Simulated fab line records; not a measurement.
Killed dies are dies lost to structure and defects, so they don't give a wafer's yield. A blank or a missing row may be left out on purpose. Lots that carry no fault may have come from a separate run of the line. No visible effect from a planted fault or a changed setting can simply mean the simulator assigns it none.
Chamber matching ; flow n5_finfet ; 4 sister chambers for N5_BEOL_M0_CUTY_ETCH_63 on rie_diel-01
The step etches SOC in N2/H2, target depth 82.7 nm, overetch 16.5 nm, time 124 s. 20 wafers are shown with their chamber, then 10 later ones without.

== WAFERS, EACH WITH ITS CHAMBER ==
wafer;chamber;drypump_motor_current_A (A);showerhead_plenum_p_Torr (Torr);throttle_valve_pct (%)
L074.1;0;4.7;2.54;17.7
L074.4;1;5.0;2.45;18.3
L074.6;3;5.4;2.47;17.6
L080.2;1;5.1;2.45;18.4
L080.4;0;4.7;2.54;17.7
L080.5;3;5.4;2.46;17.6
L083.2;1;5.1;2.45;18.4
L083.4;0;4.7;2.53;17.8
L083.6;2;6.2;2.60;17.6
L084.1;3;5.4;2.46;17.6
L084.2;1;5.0;2.44;18.4
L084.3;0;4.7;2.53;17.8
L088.3;3;5.4;2.46;17.6
L088.4;0;4.7;2.53;17.8
L088.6;0;4.7;2.53;17.8
L090.2;0;4.7;2.53;17.8
L090.5;1;5.0;2.44;18.4
L090.6;2;6.2;2.59;17.6
L091.1;3;5.4;2.46;17.6
L091.4;2;6.2;2.59;17.7

SIGNATURES (averages over the wafers above)
reading;chamber 0;chamber 1;chamber 2;chamber 3;scatter within a chamber
drypump_motor_current_A;4.700;5.040;6.200;5.400;0.0274
showerhead_plenum_p_Torr;2.5329;2.4460;2.5933;2.4620;0.00506
throttle_valve_pct;17.771;18.380;17.633;17.600;0.0425
Rule: for a wafer and a chamber, the distance is found by dividing, reading by reading, the gap between the wafer's reading and the chamber's mean by the reading's scatter, squaring, summing and taking the root. The wafer belongs to the nearest chamber; if the next one is less than 2 further off, it can't be placed. How the scatter is found: for the shown wafers, subtract from each reading the mean of its chamber, square and add these, divide the total by (wafers less chambers), then take the root.

== WAFERS WHOSE CHAMBER IS MISSING ==
wafer;drypump_motor_current_A (A);showerhead_plenum_p_Torr (Torr);throttle_valve_pct (%)
L091.5;4.7;2.53;17.8
L095.1;5.4;2.45;17.6
L095.2;6.2;2.59;17.6
L095.3;5.0;2.44;18.4
L094.2;5.4;2.45;17.6
L094.3;5.0;2.43;18.4
L094.6;5.4;2.45;17.6
L096.1;4.7;2.52;17.8
L096.4;5.0;2.43;18.4
L096.5;4.7;2.52;17.8

== CHAMBER TAKEN BY EACH ==
wafer;from the rows above;in truth
L091.5;0;0
L095.1;3;3
L095.2;2;2
L095.3;1;1
L094.2;3;3
L094.3;1;1
L094.6;3;3
L096.1;0;0
L096.4;1;1
L096.5;0;0
Correct placement for 10 of the 10. Number that these rows cannot place: 0. Placed wrongly: 0.
